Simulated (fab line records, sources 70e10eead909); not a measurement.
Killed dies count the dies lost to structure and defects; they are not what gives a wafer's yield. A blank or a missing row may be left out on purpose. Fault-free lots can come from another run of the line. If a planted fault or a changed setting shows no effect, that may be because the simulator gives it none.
fab line records	flow nandHarc
record: lots: 6	wafers: 18	lastDay: 30
route steps=1302 shown A_M0@1148 A_M1@1169 END@1302
lots with no fault: from the same line, run without faults
startH: hours from the record's first day to the start of the lot's first wafer shown	waitH: hours since the lot's step before	" as in the row above	L1.1+2: several wafers, shown together as one row	- either no value or no given start	* or withheld: withheld	< > ~ a bound
route shown NAME@n: NAME is a module with steps in the file, n the number in the route of the first one	usual: average and standard deviation across the fault-free wafers	same: alike in all rows	chamber/n: place in a boat	sites: the reading at each site	_std_site: standard deviation across them	_edge_site: mean of outer sites minus mean of inner sites	radiusMm: how far each site lies from the wafer's centre	mask NAME#n: copy n	behind: tool/chamber where the wafer was last shaped	hold: the reason the lot was held/the length of the hold in hours/how it ended	device: names the non-switching transistor (n, p or np)	end of line: at the end of the route, the tests of the same wafers	for a step that has no rows: nothing shown but its recipe	killed: dies lost to structure and defects at the first sort, not the wafer's yield	map: dies across one wafer; x = killed, . = not, _ = none there
set.NAME: setting as actually run; set.NAME@STEP: the setting as run at that earlier step	model.NAME: the simulator's own value behind a step, which no gauge read
lots at selected steps of the route; one table per step, one row per wafer
services: from which hour (startH, from the record's first day; less than 0 if before it) a tool's chamber was out of use, for how many hours, and why
== steps ==
step: NHARC_A_M0_OVL_MEAS_10
recipe: pitchNm: 160
usual: overlayXNm: 0.1/0.83	overlayYNm: -0.3/0.89
lot.wafer	tool	chamber	startH	waitH	overlayXNm	overlayYNm
L614.2	overlay-02	-	534.84	-	1.6	-0.7
L614.5	"	-	"	"	1.8	-0.5
L614.6	"	-	"	"	1.4	-1.3
L617.1	overlay-02	-	552.30	-	0.1	-0.5
L617.2	"	-	"	"	0.2	-1.4
L617.5	"	-	"	"	-0.7	-0.6
L621.1	overlay-01	-	598.60	-	0.7	0.4
L621.2	"	-	"	"	1.2	0.2
L621.4	"	-	"	"	0.6	0.7
L623.1	overlay-02	-	610.91	-	-1.1	0.7
L623.4	"	-	"	"	-1.6	-0.2
L623.5	"	-	"	"	-0.7	-0.8
L625.1	overlay-01	-	640.70	-	0.0	0.4
L625.3	"	-	"	"	-0.9	-0.4
L625.4	"	-	"	"	-0.6	0.3
L628.1	overlay-01	-	673.27	-	0.6	-1.1
L628.2	"	-	"	"	0.8	-0.7
L628.6	"	-	"	"	0.0	-1.1
step: NHARC_A_M0_INSPECT_11
usual: rawDefectCount: 83/35
lot.wafer	tool	chamber	startH	waitH	rawDefectCount
L614.2	defectInspect-01	-	534.87	0.0	60
L614.5	"	-	"	"	64
L614.6	"	-	"	"	58
L617.1	defectInspect-02	-	552.33	0.0	114
L617.2	"	-	"	"	102
L617.5	"	-	"	"	105
L621.1	defectInspect-02	-	598.64	0.0	122
L621.2	"	-	"	"	119
L621.4	"	-	"	"	98
L623.1	defectInspect-01	-	610.94	0.0	83
L623.4	"	-	"	"	107
L623.5	"	-	"	"	103
L625.1	defectInspect-01	-	640.73	0.0	18
L625.3	"	-	"	"	29
L625.4	"	-	"	"	18
L628.1	defectInspect-02	-	673.31	0.0	81
L628.2	"	-	"	"	69
L628.6	"	-	"	"	67
step: NHARC_A_M0_DESCUM_14
recipe: timeS: 3	o2FlowSccm: 200	arFlowSccm: 0	biasPowerW: 0	chemistry: O2
usual: drypumpMotorCurrentA: 5.9/0.36	oesProductAu: 1.000/0.01	rfVppV: 58.0/0.87	showerheadPlenumPTorr: 1.95/0.078	throttleValvePct: 11.312/0.0087
lot.wafer	tool	chamber	startH	waitH	drypumpMotorCurrentA	oesProductAu	rfHoursCounterH	rfVppV	showerheadPlenumPTorr	throttleValvePct
L614.2	rieDiel-11	2	534.95	0.1	6.4	1.018	6.4	59.0	2.03	11.306
L614.5	"	0	"	"	5.3	0.989	-	58.5	1.90	11.306
L614.6	"	1	"	"	6.1	0.997	-	58.4	1.87	11.312
L617.1	rieDiel-03	2	552.39	0.1	5.7	1.008	4.9	58.4	1.96	11.309
L617.2	"	0	"	"	5.9	1.015	5.2	56.8	1.85	11.305
L617.5	"	2	"	"	5.7	1.008	-	57.2	1.96	11.322
L621.4	rieDiel-13	0	598.70	0.1	6.5	1.010	2.9	58.8	2.01	11.316
L621.2	"	1	"	"	5.9	1.005	3.1	57.4	1.97	11.311
L621.1	"	2	"	"	6.1	0.991	3.7	55.4	1.78	11.297
L623.1	rieDiel-03	2	611.02	0.1	5.7	1.018	7.6	57.0	1.96	11.306
L623.4	"	3	"	"	5.9	1.005	8.5	58.2	2.00	11.307
L623.5	"	1	"	"	5.7	0.998	-	58.2	1.93	11.312
L625.1	rieDiel-13	1	640.80	0.1	5.8	0.993	5.5	57.8	1.97	11.300
L625.4	"	2	"	"	6.1	0.988	6.4	58.2	1.78	11.306
L625.3	"	3	"	"	5.5	1.008	6.4	57.4	1.97	11.309
L628.2	rieDiel-13	2	673.37	0.1	6.1	1.001	8.1	56.5	1.78	11.301
L628.1	"	3	"	"	5.5	1.005	8.2	58.6	1.97	11.326
L628.6	"	0	"	"	6.5	1.004	-	58.2	2.01	11.309
step: NHARC_A_M0_ETCH_34
recipe: targetDepthA: 400	overetchA: 120	timeS: 43.94	ionEnergyEv: 200	n2FlowSccm: 150	h2FlowSccm: 150	arFlowSccm: 0	rfW: 400	biasW: 150	chemistry: N2/H2
step: NHARC_A_M0_ETCH_15
recipe: targetDepthA: 1500	overetchA: 150	timeS: 82.5	c4f8FlowSccm: withheld	arFlowSccm: 400	rfW: 600	biasW: 300	chemistry: C4F8/Ar
step: NHARC_A_M0_CD_MEAS_16
usual: cdNm: 79.7/0.92
lot.wafer	tool	chamber	startH	waitH	cdNm
L614.2	cdSem-01	-	535.23	-	79.5
L614.5	"	-	"	"	80.3
L614.6	"	-	"	"	79.9
L617.1	cdSem-01	-	552.69	-	79.3
L617.2	"	-	"	"	78.9
L617.5	"	-	"	"	79.5
L621.1	cdSem-03	-	599.00	-	80.3
L621.2	"	-	"	"	80.4
L621.4	"	-	"	"	80.7
L623.1	cdSem-03	-	611.30	-	79.8
L623.4	"	-	"	"	80.1
L623.5	"	-	"	"	78.8
L625.1	cdSem-02	-	641.09	-	79.5
L625.3	"	-	"	"	80.4
L625.4	"	-	"	"	79.3
L628.1	cdSem-02	-	673.71	-	79.2
L628.2	"	-	"	"	79.0
L628.6	"	-	"	"	80.0
step: NHARC_A_M0_STRIP_18
recipe: powerW: 1000	n2FlowSccm: 150	h2FlowSccm: 150	arFlowSccm: 0	biasW: 0	chemistry: N2/H2
step: NHARC_A_M0_STRIP_19
recipe: timeS: 600	tempC: 30	chemistry: postEtchResidueRemover
step: NHARC_A_M0_DEGAS_28
recipe: tempC: 250	timeS: 60
step: NHARC_A_M0_PRE_CLEAN_29
recipe: timeS: 30	tempC: 280	gas: H2/He
step: NHARC_A_M0_PVD_20
recipe: targetThkA: 50	biasV: 168.6	powerW: 15000	chamberPressurePa: 0.12	timeS: 8.06	substrateTempC: 50	material: TaN
step: NHARC_A_M0_PVD_21
recipe: targetThkA: 300	chamberPressurePa: 5	powerW: 5000	substrateTempC: 30	timeS: 20.49	material: Cu
step: NHARC_A_M0_ECD_22
recipe: targetThkA: 4000	bathTempC: 25	material: Cu
lot.wafer	tool	chamber	startH	waitH
L614.2+6+5	ecdCu-01	1,1,0	536.21	-
L617.2+1+5	ecdCu-01	1,0,1	553.68	-
L621.1+2+4	ecdCu-01	0,1,0	599.98	-
L623.1+4+5	ecdCu-01	0,0,1	612.32	-
L625.1+4+3	ecdCu-02	1,0,1	642.12	-
L628.2+1+6	ecdCu-02	1,0,0	674.68	-
step: NHARC_A_M0_ANNEAL_30
recipe: tempC: 225	timeS: 90
usual: wafer_temp_C_max: 226.04/0.24
lot.wafer	tool	chamber	startH	waitH	wafer_temp_C_max
L614.2	rtpAnneal-01	0	536.64	0.4	226.05
L614.5	"	0	"	"	225.96
L614.6	"	0	"	"	226.16
L617.1	rtpAnneal-01	0	554.09	-	225.75
L617.2	"	0	"	"	225.97
L617.5	"	0	"	"	225.94
L621.1	rtpAnneal-02	0	600.38	-	225.53
L621.2	"	0	"	"	225.96
L621.4	"	0	"	"	226.29
L623.1	rtpAnneal-01	0	612.65	-	225.83
L623.4	"	0	"	"	226.56
L623.5	"	0	"	"	226.62
L625.1	rtpAnneal-01	0	642.45	0.3	225.70
L625.3	"	0	"	"	225.86
L625.4	"	0	"	"	226.22
L628.1	rtpAnneal-02	0	675.06	0.3	225.75
L628.2	"	0	"	"	225.77
L628.6	"	0	"	"	226.11
step: NHARC_A_M0_CMP_23
recipe: tOverpolishS: 20	targetThkNm: 113.75
step: NHARC_A_M0_THK_MEAS_24
recipe: thkMeasGauge: xrf
usual: thkNm: 113.6/1.4
lot.wafer	tool	chamber	startH	waitH	thkNm
L614.2	filmMetro-01	-	537.27	-	113.8
L614.5	"	-	"	"	114.4
L614.6	"	-	"	"	114.4
L617.1	filmMetro-02	-	554.75	-	114.7
L617.2	"	-	"	"	113.0
L617.5	"	-	"	"	111.7
L621.1	filmMetro-01	-	601.07	-	113.4
L621.2	"	-	"	"	114.2
L621.4	"	-	"	"	115.7
L623.1	filmMetro-02	-	613.32	-	113.3
L623.4	"	-	"	"	112.5
L623.5	"	-	"	"	112.4
L625.1	filmMetro-02	-	643.11	-	113.8
L625.3	"	-	"	"	114.3
L625.4	"	-	"	"	110.6
L628.1	filmMetro-02	-	675.72	-	114.4
L628.2	"	-	"	"	113.7
L628.6	"	-	"	"	114.2
step: NHARC_A_M0_SRD_25
step: NHARC_A_M0_PRE_CLEAN_31
recipe: timeS: 12	tempC: 370	rfPowerW: 300	gas: NH3
step: NHARC_A_M0_DEP_32
recipe: targetThkA: 300	tempC: 370	targetThkNm: 30	pressureTorr: 3	flowSccm: 200	rfW: 450	material: SiCN
step: NHARC_A_M1_DEP_00
recipe: targetThkA: 1825	targetThkNm: 182.5	tempC: withheld	pressureTorr: 5	flowSccm: 200	rfW: 600	material: SiOC
step: NHARC_A_M1_DEHYDRATE_01
recipe: tempC: 150	timeS: 120
step: NHARC_A_M1_HMDS_02
recipe: timeS: 30
step: NHARC_A_M1_COAT_34
recipe: tempC: 200	timeS: 65
step: NHARC_A_M1_COAT_03
recipe: spinRpm: 1500	resistThkNm: 90
step: NHARC_A_M1_SOFTBAKE_04
recipe: tempC: 105	timeS: 55
step: NHARC_A_M1_EBR_05
step: NHARC_A_M1_EXPOSE_06
recipe: na: 1.35	targetCdNm: 120	doseMj: 75.13	maskId: A_M1
step: NHARC_A_M1_PEB_07
recipe: pebTempC: 100	pebTimeS: 65
step: NHARC_A_M1_DEVELOP_08
recipe: developTimeS: 35	devTempC: 23
step: NHARC_A_M1_CD_MEAS_09
recipe: targetCdNm: 120	landingEnergyEv: 500
usual: cdNm: 119.9/0.63
lot.wafer	tool	chamber	startH	waitH	cdNm
L614.2	cdSem-01	0	538.71	-	120.0
L614.5	"	0	"	"	118.7
L614.6	"	0	"	"	119.3
L617.1	cdSem-02	0	556.17	-	120.5
L617.2	"	0	"	"	120.4
L617.5	"	0	"	"	120.3
L621.1	cdSem-03	0	602.70	-	120.5
L621.2	"	0	"	"	119.7
L621.4	"	0	"	"	120.1
L623.1	cdSem-02	0	615.54	-	121.6
L623.4	"	0	"	"	120.0
L623.5	"	0	"	"	120.8
L625.1	cdSem-01	0	644.53	-	120.6
L625.3	"	0	"	"	120.2
L625.4	"	0	"	"	120.5
L628.1	cdSem-03	0	677.28	-	119.1
L628.2	"	0	"	"	120.4
L628.6	"	0	"	"	119.0
step: NHARC_A_M1_OVL_MEAS_10
recipe: pitchNm: 240
usual: overlayXNm: 0.0/0.86	overlayYNm: -0.2/0.62
lot.wafer	tool	chamber	startH	waitH	overlayXNm	overlayYNm
L614.2	overlay-01	-	538.79	-	-0.8	-0.2
L614.5	"	-	"	"	-0.5	-0.5
L614.6	"	-	"	"	-0.3	-0.1
L617.1	overlay-02	-	556.26	-	0.4	-0.2
L617.2	"	-	"	"	0.3	-0.4
L617.5	"	-	"	"	0.0	0.2
L621.1	overlay-02	-	602.79	-	-1.4	-0.6
L621.2	"	-	"	"	-0.9	-1.1
L621.4	"	-	"	"	-1.0	-0.9
L623.1	overlay-02	-	615.63	-	-0.8	-0.5
L623.4	"	-	"	"	-0.2	-0.7
L623.5	"	-	"	"	0.0	-0.3
L625.1	overlay-02	-	644.62	-	-0.3	0.3
L625.3	"	-	"	"	-0.6	0.1
L625.4	"	-	"	"	-0.2	0.6
L628.1	overlay-02	-	677.37	-	-1.2	-0.1
L628.2	"	-	"	"	-1.3	0.5
L628.6	"	-	"	"	-1.7	0.3
step: NHARC_A_M1_DESCUM_14
recipe: timeS: 3	o2FlowSccm: 200	arFlowSccm: 0	biasPowerW: 0	chemistry: O2
usual: drypumpMotorCurrentA: 5.8/0.46	oesProductAu: 1.004/0.0089	rfVppV: 57.6/0.91	showerheadPlenumPTorr: 1.87/0.065	throttleValvePct: 11.311/0.0097
lot.wafer	tool	chamber	startH	waitH	drypumpMotorCurrentA	oesProductAu	rfHoursCounterH	rfVppV	showerheadPlenumPTorr	throttleValvePct
L614.2	rieDiel-07	3	538.90	0.1	5.8	0.989	2.2	57.7	1.86	11.305
L614.6	"	2	"	"	6.4	1.016	-	57.8	1.97	11.306
L614.5	"	3	"	"	5.8	1.003	-	58.0	1.86	11.314
L617.1	rieDiel-07	0	556.36	0.1	5.8	0.997	3.7	57.2	1.85	11.314
L617.2	"	1	"	"	6.4	1.004	4.5	57.5	1.86	11.325
L617.5	"	1	"	"	6.4	1.015	-	57.8	1.86	11.319
L621.4	rieDiel-01	0	602.88	0.1	5.2	1.010	0.8	56.7	1.85	11.298
L621.1	"	2	"	"	5.8	0.996	1.2	58.2	2.03	11.306
L621.2	"	3	"	"	6.1	0.996	1.0	57.6	1.80	11.304
L623.4	rieDiel-05	3	615.74	0.1	5.1	1.007	1.2	57.2	1.92	11.297
L623.1	"	0	"	"	5.1	1.012	1.3	57.6	1.82	11.305
L623.5	"	2	"	"	5.8	1.016	-	56.1	1.83	11.300
L625.4	rieDiel-01	3	644.72	0.1	6.2	1.000	2.0	57.2	1.80	11.300
L625.1	"	1	"	"	5.1	1.009	2.0	55.8	1.79	11.281
L625.3	"	2	"	"	5.8	1.011	2.0	56.9	2.03	11.323
L628.1	rieDiel-05	1	677.46	0.1	6.0	0.999	4.8	57.2	1.85	11.312
L628.2	"	0	"	"	5.0	1.003	4.2	57.0	1.82	11.310
L628.6	"	1	"	"	6.0	1.001	-	57.2	1.85	11.317
step: NHARC_A_M1_ETCH_35
recipe: targetDepthA: 400	overetchA: 120	timeS: 43.94	ionEnergyEv: 200	n2FlowSccm: 150	h2FlowSccm: 150	arFlowSccm: 0	rfW: 400	biasW: 150	chemistry: N2/H2
usual: drypumpMotorCurrentA: 5.8/0.47	oesProductAu: 1.003/0.0093	rfVppV: 429.1/2.2	showerheadPlenumPTorr: 1.99/0.072	throttleValvePct: 14.172/0.0084
lot.wafer	tool	chamber	startH	waitH	drypumpMotorCurrentA	oesProductAu	rfHoursCounterH	rfVppV	showerheadPlenumPTorr	throttleValvePct
L614.2	rieDiel-07	2	538.98	0.1	6.5	1.005	2.9	431.8	2.10	14.154
L614.5	"	1	"	"	6.4	1.014	-	429.8	1.98	14.174
L614.6	"	2	"	"	6.4	1.001	-	432.3	2.10	14.188
L617.2	rieDiel-07	3	556.46	0.1	5.8	1.009	3.3	429.2	1.98	14.181
L617.1	"	1	"	"	6.4	1.019	4.5	428.8	1.98	14.179
L617.5	"	3	"	"	5.8	1.006	-	428.7	1.98	14.176
L621.4	rieDiel-01	3	602.97	0.1	6.1	0.994	1.0	427.8	1.92	14.172
L621.1	"	0	"	"	5.2	1.016	0.9	428.8	1.97	14.170
L621.2	"	1	"	"	5.1	1.008	1.0	426.9	1.90	14.168
L623.4	rieDiel-05	1	615.82	0.1	6.0	1.009	1.4	429.7	1.97	14.168
L623.1	"	3	"	"	5.1	1.001	1.2	430.0	2.04	14.173
L623.5	"	1	"	"	6.0	1.013	-	427.8	1.97	14.162
L625.3	rieDiel-01	0	644.81	0.1	5.2	1.014	2.0	429.0	1.97	14.201
L625.1	"	1	"	"	5.1	1.018	2.0	426.0	1.90	14.174
L625.4	"	2	"	"	5.9	1.019	2.1	434.3	2.17	14.173
L628.1	rieDiel-05	3	677.56	0.1	5.1	0.981	3.8	431.0	2.04	14.171
L628.2	"	0	"	"	5.0	1.000	4.2	428.5	1.94	14.174
L628.6	"	1	"	"	6.0	1.001	-	429.1	1.97	14.166
step: NHARC_A_M1_ETCH_15
recipe: targetDepthA: 1825	timeS: 91.2	c4f8FlowSccm: withheld	arFlowSccm: 400	rfW: 600	biasW: 300	chemistry: C4F8/Ar
step: NHARC_A_M1_CD_MEAS_16
usual: cdNm: 119.9/0.95
lot.wafer	tool	chamber	startH	waitH	cdNm
L614.2	cdSem-02	-	539.20	-	120.0
L614.5	"	-	"	"	119.6
L614.6	"	-	"	"	118.7
L617.1	cdSem-03	-	556.70	-	120.7
L617.2	"	-	"	"	120.6
L617.5	"	-	"	"	120.4
L621.1	cdSem-01	-	603.19	-	119.8
L621.2	"	-	"	"	120.3
L621.4	"	-	"	"	119.9
L623.1	cdSem-02	-	616.04	-	121.5
L623.4	"	-	"	"	121.0
L623.5	"	-	"	"	120.3
L625.1	cdSem-02	-	645.02	-	120.6
L625.3	"	-	"	"	120.7
L625.4	"	-	"	"	121.6
L628.1	cdSem-03	-	677.77	-	119.5
L628.2	"	-	"	"	121.6
L628.6	"	-	"	"	118.9
step: NHARC_A_M1_STRIP_18
recipe: powerW: 1000	n2FlowSccm: 150	h2FlowSccm: 150	arFlowSccm: 0	biasW: 0	chemistry: N2/H2
usual: drypumpMotorCurrentA: 5.6/0.45	oesProductAu: 1.003/0.008	rfVppV: 90.4/0.88	showerheadPlenumPTorr: 1.99/0.087	throttleValvePct: 14.170/0.0092
lot.wafer	tool	chamber	startH	waitH	drypumpMotorCurrentA	oesProductAu	rfHoursCounterH	rfVppV	showerheadPlenumPTorr	throttleValvePct
L614.2	rieDiel-01	1	539.35	0.1	5.1	1.017	3.5	91.0	1.90	14.164
L614.5	"	2	"	"	5.8	1.009	-	92.3	2.17	14.178
L614.6	"	3	"	"	6.2	1.003	-	88.5	1.92	14.155
L617.1	rieDiel-01	1	556.78	0.1	5.1	1.019	4.2	89.5	1.90	14.180
L617.2	"	3	"	"	6.1	1.009	4.0	91.4	1.92	14.168
L617.5	"	2	"	"	5.8	0.994	-	92.6	2.17	14.165
L621.2	rieDiel-05	2	603.26	0.1	5.7	1.002	0.2	91.0	1.95	14.169
L621.1	"	3	"	"	5.1	0.999	0.2	90.0	2.04	14.171
L621.4	"	1	"	"	6.0	1.008	0.2	91.0	1.97	14.172
L623.4	rieDiel-01	0	616.12	0.1	5.2	1.013	1.2	90.7	1.97	14.178
L623.1	"	3	"	"	6.1	1.005	1.3	88.5	1.92	14.177
L623.5	"	0	"	"	5.2	1.014	-	90.5	1.97	14.165
L625.3	rieDiel-01	1	645.13	0.1	5.1	1.007	2.1	90.3	1.90	14.181
L625.4	"	2	"	"	5.8	1.007	2.1	92.6	2.17	14.177
L625.1	"	3	"	"	6.2	0.993	2.1	89.7	1.92	14.160
L628.1	rieDiel-01	3	677.87	0.1	6.1	0.995	3.1	88.9	1.92	14.178
L628.2	"	1	"	"	5.2	1.007	3.1	90.1	1.90	14.156
L628.6	"	3	"	"	6.2	0.997	-	90.2	1.92	14.161
step: NHARC_A_M1_ETCH_28
recipe: targetDepthA: 300	overEtchFrac: 0.3	timeS: 72.99	ionEnergyEv: 150	cf4FlowSccm: 50	n2FlowSccm: 100	arFlowSccm: 150	rfW: 300	biasW: 100	chemistry: CF4/N2
step: NHARC_A_M1_STRIP_19
recipe: timeS: 600	tempC: 30	chemistry: postEtchResidueRemover
step: NHARC_A_M1_DEGAS_29
recipe: tempC: 250	timeS: 60
step: NHARC_END_SORT_01
recipe: tempC: 25
usual: killedAtArray: 56/19	killedAtOther: 1.0/1.3	killedAtPeriphery: 3.8/2.2	killedDies: 61/19	killedOpen: 3.1/1.9	killedShort: 2.3/1.5
same: grossDies: 677
lot.wafer	tool	chamber	startH	waitH	killedAtArray	killedAtOther	killedAtPeriphery	killedDies	killedOpen	killedShort
L621.1	prober-01	0	638.17	2.5	496	1	0	497	1	0
L621.2	prober-01	0	638.98	2.8	477	1	4	482	1	2
L621.4	prober-01	0	640.60	3.4	497	3	2	502	2	0
L623.1	prober-01	0	648.37	2.5	474	1	0	475	1	1
L623.4	prober-01	0	650.76	3.4	488	2	0	490	2	1
L623.5	prober-01	0	651.56	3.7	483	0	1	484	0	0
killed by level:class
L621.1 A_M0:unspecified=441 A_CHANNEL_HOLE_D1:chamberFilmFlake=31 A_CHANNEL_HOLE_D2:chamberFilmFlake=17 A_SLIT:chamberFilmFlake=2 A_CONTACT:chamberFilmFlake=2 A_M0:geometricParticle:open=1 A_CHANNEL_FILL_D1:chamberFilmFlake=1 THIN_TSV:chamberFilmFlake=1
L621.2 A_M0:unspecified=431 A_CHANNEL_HOLE_D1:chamberFilmFlake=19 A_CHANNEL_HOLE_D2:chamberFilmFlake=14 A_CONTACT:chamberFilmFlake=4 P_BONDPAD:chamberFilmFlake=3 A_CHANNEL_FILL_D1:geometricParticle:short=1 A_CHANNEL_FILL_D2:geometricParticle:short=1 A_BLC:geometricParticle:open=1
L621.4 A_M0:unspecified=458 A_CHANNEL_HOLE_D1:chamberFilmFlake=24 A_CHANNEL_HOLE_D2:chamberFilmFlake=12 THIN_TSV:chamberFilmFlake=3 P_M0:geometricParticle:open=2 A_CONTACT:chamberFilmFlake=2 A_STAIRCASE:chamberFilmFlake=1
L623.1 A_M0:unspecified=447 A_SLIT:chamberFilmFlake=14 A_STAIRCASE:chamberFilmFlake=4 A_CHANNEL_HOLE_D1:chamberFilmFlake=2 A_BLC:chamberFilmFlake=2 A_CHANNEL_FILL_D1:geometricParticle:short=1 A_CONTACT:geometricParticle:open=1 A_DECK1_JOINT:chamberFilmFlake=1
L623.4 A_M0:unspecified=455 A_SLIT:chamberFilmFlake=16 A_CONTACT:chamberFilmFlake=5 A_CHANNEL_HOLE_D1:chamberFilmFlake=3 A_CHANNEL_HOLE_D2:chamberFilmFlake=2 A_STAIRCASE:chamberFilmFlake=2 THIN_TSV:chamberFilmFlake=2 A_CHANNEL_FILL_D1:geometricParticle:open=1
L623.5 A_M0:unspecified=446 A_SLIT:chamberFilmFlake=18 A_CHANNEL_HOLE_D2:chamberFilmFlake=7 A_BLC:chamberFilmFlake=5 A_CHANNEL_HOLE_D1:chamberFilmFlake=3 A_CONTACT:chamberFilmFlake=3 P_STI:chamberFilmFlake=1 A_STAIRCASE:chamberFilmFlake=1
map L621.4 (x killed, . not)
____________x____________
_________xxx.xx._________
_______xxxxxx.x.xx_______
______xx.x.xx.x....______
_____.xxx.x.xxxxx..x_____
____xxxxx.xx.x..xxx.x____
____.xxxxx.xx.x.xxx.x____
___x.xxx.x.xxxxxxxx.x.___
___.xx..xxxxxxxxx.....___
__x.xxxxx.....xxxxx.xxx__
__..xxx..xxx...x.x.xxxx__
_xxxxxx..xxxx.x.xxxx.x.._
_.xxxxxx.xxxxxx.x.xxx..x_
_...xxx.x.x.xxxx.xxxx.xx_
_.xx.xx.xxxxxxxxx.xxx..._
_x.xxxx..xxxxxxxx.xx.xxx_
xxxxxx.xx...xxxxxxx.xxxx.
.xx.xxxxxxx..xxxxxxxxxx.x
xxxxx.x..xx.xxxxxxx.x.xx.
.xx.xxxx..xxxxxxxxxxx.x.x
xxxxxxxxxxxxxxxxxxxxx.x.x
_xxxxxxxx..xxxxxxxxx.xxx_
_xxxxx.xxxxxx.xxx.xxx.x._
_xxxxxx.xxx.xxxx.xxxx.xx_
_xxxxxxxxxxxxx.xx.xxxxxx_
_xxxxxxxxx..xxxxx.x.x..x_
__x.x.xxxxxxxxx.xxxx.x.__
__x....xxx.xx..xxxxxx.x__
___xxxxxxxxxxxxx.xxxxx___
___xxx..xxxxxxxxxxxxxx___
____xx..xxxxxxxxxxxxx____
____..x.x.xxxxxx.xxx.____
_____xx.xxx...xx..xx_____
______x.x...xxx...x______
_______xx.xxxxx..x_______
_________.xxxxxx_________
____________x____________
map L623.4 (x killed, . not)
____________x____________
_________xxxx.xx_________
_______xxxxxxx.x.._______
______..xxxxxxx.xx.______
_____xxx.xxxxxxxxxx._____
____xxxx..xxxxxxxx.xx____
____xxxxxx.xxx..xxxxx____
___xxxx.xx.xxxx.xx.xxx___
___x....xxxxx.xx..x.x.___
__x.xxxx.xxxx.xxx..xxx.__
__..x.xxxxxxx.xxxxxx.x.__
_x.xxxxxxxxxxx.xxx.xx..._
_x.x..xxxxx.x.xxxxxxxx.._
_.xx..xxx..xx..xx..xxxxx_
_xxxxxxxxx.xx.x.xx...xxx_
_xxxxxxxx.xx...xxxxxx.xx_
..x.xxxxxx.xxxxxxxxxxxxx.
xxxxxxxx.x..xxxxxxxx..xxx
.xx.xxxx.xxxx.x...x.xxxx.
.x.xxxx.xx.xxx.xxxx..x.xx
x..xxx...xxx.xxxxxxx.xx..
_x.xxxx.xx.xx.xxx.xx.xxx_
_xx..xx.xxxx.xxxx.x.xx.x_
_.xx.xxx.xx.xxxx.xxxxx.x_
_x..xxx.x..x..xxxxxxxx.._
_xx.xxxxx.xxxxxxxxx.xxx._
__xxxxx.xxxx..xxxxx.x.x__
__...xx.x.xxxxxxxxxx...__
___xx.xxx.xxx...x..xxx___
___xxx.xxxxxxxxxxxxxx.___
____.xx.xxx....xxx.xx____
____xxx.xxxx.xx.xxxxx____
_____xxx.x.x..xxxx.x_____
______xxxxxxxx.x.x.______
_______x..xxxxxx.x_______
_________xxx.xx._________
____________x____________
== services ==
tool	chamber	startH	hours	kind
rieDiel-01	-	510.98	5.5	repair
ecdCu-01	-	512.24	8.0	pm
rieDiel-13	-	519.00	9.0	pm
rieDiel-05	3	526.55	2.7	repair
rieDiel-05	3	541.62	14.4	repair
rieDiel-05	2	548.28	3.1	repair
rieDiel-07	2	549.55	14.6	repair
rieDiel-01	-	557.80	9.0	pm
rieDiel-01	-	567.37	0.1	repair
rieDiel-07	1	576.68	14.4	repair
rieDiel-05	-	583.61	9.0	pm
rieDiel-07	3	587.93	8.5	repair
ecdCu-02	-	596.00	8.0	pm
rieDiel-11	-	609.53	9.0	pm
rieDiel-03	0	616.63	2.8	repair
rieDiel-01	-	635.04	0.4	repair
rieDiel-03	-	636.06	9.0	pm
rieDiel-07	-	648.63	9.0	pm
rieDiel-01	0	648.71	10.8	repair
rieDiel-03	1	657.04	8.8	repair
rieDiel-03	-	659.51	1.2	repair
rieDiel-03	0	661.77	2.9	repair
rieDiel-07	2	666.39	7.8	repair
rieDiel-13	1	667.45	7.2	repair
== key ==
firstSign: step: NHARC_END_SORT_01	reading: killedAtArray	direction: up	sigmas: 23	usual: 56	struck: 486
effect: step: NHARC_END_SORT_01	reading: killedDies	direction: up	sigmas: 23	usual: 61	struck: 488
moreKillsBornAt: NHARC_A_M0_ECD_22@ecdCu-01: 2678
metAt NHARC_A_M0_ECD_22
struckWafers L621.1,L621.2,L621.4,L623.1,L623.4,L623.5
testerLeftOut L623
onsetBetween 553.68 599.98
earlierFault: kind: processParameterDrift	tool: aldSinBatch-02	chamber: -	onsetH: 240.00	steps: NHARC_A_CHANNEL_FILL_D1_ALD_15	channel: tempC	offset: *	shape: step	actsIn: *	stated: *
fault: kind: chamberParticleSource	tool: ecdCu-01	chamber: -	onsetH: 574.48	steps: NHARC_A_M0_ECD_22	ratePerVisitCm2: 1.2623
testerLeftOut: of these lots the tester's yield and bins aren't shown, on N5 and GAA mostly nor the transistor test; their killed dies are dies lost to structure and defects alone, not to doping, threshold or leakage, so they don't give the yield
